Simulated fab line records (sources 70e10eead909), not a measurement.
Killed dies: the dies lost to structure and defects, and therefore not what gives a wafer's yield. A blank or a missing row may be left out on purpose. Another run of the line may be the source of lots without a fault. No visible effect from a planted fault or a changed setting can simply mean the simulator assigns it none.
Chamber matching | flow nand-harc | 4 sister chambers for NHARC_A_STAIRCASE_HM_OPEN_463 on rie-diel-12
The step chemistry O2/COS. 4 wafers are shown with their chamber, then 7 later ones without.

== WAFERS WITH THEIR CHAMBER ==
wafer  | chamber | showerhead-plenum-p-Torr (Torr)
L469.4 | 0       | 2.95
L469.6 | 3       | 3.13
L474.5 | 1       | 2.91
L476.5 | 2       | 3.21

== WAFERS WITHOUT THEIR CHAMBER ==
wafer  | showerhead-plenum-p-Torr (Torr)
L476.6 | 3.12
L478.4 | 2.94
L478.5 | 2.91
L478.6 | 3.21
L488.2 | 3.19
L488.3 | 2.89
L488.5 | 3.19

== THE CHAMBER EACH PASSED THROUGH ==
wafer  | from the rows above     | in truth
L476.6 | 3                       | 3
L478.4 | can't be placed: 0 or 1 | 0
L478.5 | 1                       | 1
L478.6 | 2                       | 2
L488.2 | 2                       | 2
L488.3 | 1                       | 1
L488.5 | 2                       | 2
Placed correctly: 6 of 7. Not placeable from these rows: 1 (in 1, the candidates include the true chamber). 0 placed wrongly.
How it was worked out, from the rows above alone: a wafer's distance from a chamber is the root of the sum, over the readings, of the square of ((its reading less the chamber's mean) divided by the reading's scatter). If the next closest chamber is less than 2 further off than the closest, the wafer can't be placed; otherwise it belongs to the closest. The mean given for a chamber averages the wafers shown for that chamber. The scatter: root of mean squared gap, hidden wafer to nearest shown wafer, with one shown wafer a chamber.
